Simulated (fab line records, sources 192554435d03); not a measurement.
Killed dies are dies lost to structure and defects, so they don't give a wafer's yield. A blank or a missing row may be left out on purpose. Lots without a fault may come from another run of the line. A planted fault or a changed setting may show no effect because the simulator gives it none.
Chamber matching | flow n5_finfet | N5_MOL_CONTACT_COAG_DESCUM_45 on rie_diel-03: 4 sister chambers
The step chemistry O2, time 7 s. 16 wafers are shown with their chamber, then 8 later ones without.

WAFERS WITH THEIR CHAMBER
wafer  | chamber | drypump_motor_current_A (A) | throttle_valve_pct (%) | oes_product_au (a.u.)
L074.2 | 1       | 5.8                         | 20.13                  | 0.70
L074.3 | 2       | 5.2                         | 20.72                  | 0.75
L074.5 | 0       | 5.0                         | 20.29                  | 0.89
L077.1 | 1       | 5.8                         | 20.14                  | 0.69
L077.2 | 3       | 4.9                         | 20.45                  | 0.69
L077.5 | 3       | 4.8                         | 20.45                  | 0.69
L079.1 | 2       | 5.2                         | 20.74                  | 0.75
L079.2 | 1       | 5.8                         | 20.14                  | 0.69
L079.3 | 0       | 5.0                         | 20.29                  | 0.87
L083.1 | 2       | 5.2                         | 20.75                  | 0.74
L083.2 | 0       | 5.0                         | 20.31                  | 0.86
L083.5 | 2       | 5.2                         | 20.75                  | 0.75
L090.1 | 0       | 5.0                         | 20.32                  | 0.83
L090.2 | 3       | 4.8                         | 20.04                  | 0.94
L090.4 | 2       | 5.2                         | 20.77                  | 0.73
L091.1 | 0       | 5.0                         | 20.31                  | 0.81

SIGNATURES (means of the wafers above)
reading                 | chamber 0 | chamber 1 | chamber 2 | chamber 3 | scatter within a chamber
drypump_motor_current_A | 5.000     | 5.800     | 5.200     | 4.833     | 0.0236
throttle_valve_pct      | 20.3040   | 20.1367   | 20.7460   | 20.3133   | 0.0975
oes_product_au          | 0.8520    | 0.6933    | 0.7440    | 0.7733    | 0.062
Rule: a wafer's distance from a chamber is the root of the sum, over the readings, of the square of ((its reading less the chamber's mean) divided by the reading's scatter). The wafer belongs to the nearest chamber; if the next one is less than 2 further off, it can't be placed. The scatter: the root of (the sum of the squares of (reading less its chamber's mean) over the shown wafers, divided by (wafers less chambers)).

WAFERS WITHOUT THEIR CHAMBER
wafer  | drypump_motor_current_A (A) | throttle_valve_pct (%) | oes_product_au (a.u.)
L091.3 | 5.8                         | 20.19                  | 0.67
L091.6 | 5.0                         | 20.34                  | 0.82
L096.3 | 5.8                         | 20.21                  | 0.66
L096.5 | 5.0                         | 20.34                  | 0.81
L096.6 | 4.9                         | 20.05                  | 0.90
L097.1 | 4.9                         | 20.06                  | 0.91
L097.3 | 5.8                         | 20.19                  | 0.67
L097.5 | 5.8                         | 20.20                  | 0.66

WHICH CHAMBER EACH WENT THROUGH
wafer  | from the rows above     | in truth
L091.3 | 1                       | 1
L091.6 | 0                       | 0
L096.3 | 1                       | 1
L096.5 | 0                       | 0
L096.6 | can't be placed: 3 or 0 | 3
L097.1 | can't be placed: 3 or 0 | 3
L097.3 | 1                       | 1
L097.5 | 1                       | 1
Placed correctly: 6 of 8. Can't be placed from these rows: 2 (the true chamber is among the candidates in 2). Placed wrongly: 0.
